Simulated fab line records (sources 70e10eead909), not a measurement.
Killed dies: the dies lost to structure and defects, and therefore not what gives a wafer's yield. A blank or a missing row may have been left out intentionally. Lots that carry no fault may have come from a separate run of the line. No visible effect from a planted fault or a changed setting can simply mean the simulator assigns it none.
Commonality check across tools | flow nand harc | Sampled: 2 lots, 6 wafers

== WHY IT WAS OPENED ==
Flagged at NHARC_END_SORT_01: reading killed at array, on 2 of 2 lots. Wafers without a fault read 53, standard deviation 18.
Rule: a lot is flagged when every wafer of it that has a number lies more than 4 standard deviations from that mean, or none has a number. As for the other lots, they are considered sound.

lot  | measured     | on        | killed at array, wafer by wafer | flag
L784 | day 29 12:34 | prober-02 | 672 671 676                     | FLAGGED
L785 | day 30 21:41 | prober-01 | 665 669 672                     | FLAGGED
On average the flagged lots' numbers are 671, which is +618 against the usual, or +34 standard deviations.

== TOOL THAT RAN EACH LOT ==
2 process steps preceding the reading are held in the record, out of 1302 steps in the route. In each cell: the tool, then ch and the chambers that the sampled wafers went through, then the start.
lot  | flag    | NHARC_P_BONDPAD_PVD_17                  | NHARC_A_ONON_D1_DEP_12
L784 | FLAGGED | pvd sputter-03, day 13 02:09 or earlier | pecvd onon-04, day 13 02:09
L785 | FLAGGED | pvd sputter-03, day 13 21:44 or earlier | pecvd onon-04, day 13 21:44
What is done by these steps:
- NHARC_P_BONDPAD_PVD_17: deposits TaN, target thk 5 nm, time 8.06 s.
- NHARC_A_ONON_D1_DEP_12: target thk 1000 nm.
- NHARC_END_SORT_01

== FLAGGED AGAINST TOTAL, ONE TOOL AT A TIME (gauges that did the reading follow at the end) ==
step                   | tool           | lots run | flagged | share of the flagged lots | sound lots run after its first flagged lot
NHARC_P_BONDPAD_PVD_17 | pvd sputter-03 | 2        | 2       | all                       | 0
NHARC_A_ONON_D1_DEP_12 | pecvd onon-04  | 2        | 2       | all                       | 0
NHARC_END_SORT_01      | prober-01      | 1        | 1       | some                      | 0
NHARC_END_SORT_01      | prober-02      | 1        | 1       | some                      | 0
NHARC_P_BONDPAD_PVD_17: start missing for some lots; hours and lot order therefore follow NHARC_A_ONON_D1_DEP_12.

== THE TABLE: WHAT IT ALLOWS ==
2 rows of the table ran every flagged lot: pvd sputter-03 at NHARC_P_BONDPAD_PVD_17, pecvd onon-04 at NHARC_A_ONON_D1_DEP_12.
- pvd sputter-03 at NHARC_P_BONDPAD_PVD_17: 2 of its 2 lots flagged. It ran no sound lot before its first flagged lot in this sample, so the start can't be narrowed down.
- pecvd onon-04 at NHARC_A_ONON_D1_DEP_12: 2 of its 2 lots flagged. It ran no sound lot before its first flagged lot in this sample, so the start can't be narrowed down.
Because each of these 2 tools fits a fault that began at some hour, counting lots does not separate them. More lots, or a look at what each step does to the wafer, might.

== WHAT THE SIMULATOR HAD PUT IN ==
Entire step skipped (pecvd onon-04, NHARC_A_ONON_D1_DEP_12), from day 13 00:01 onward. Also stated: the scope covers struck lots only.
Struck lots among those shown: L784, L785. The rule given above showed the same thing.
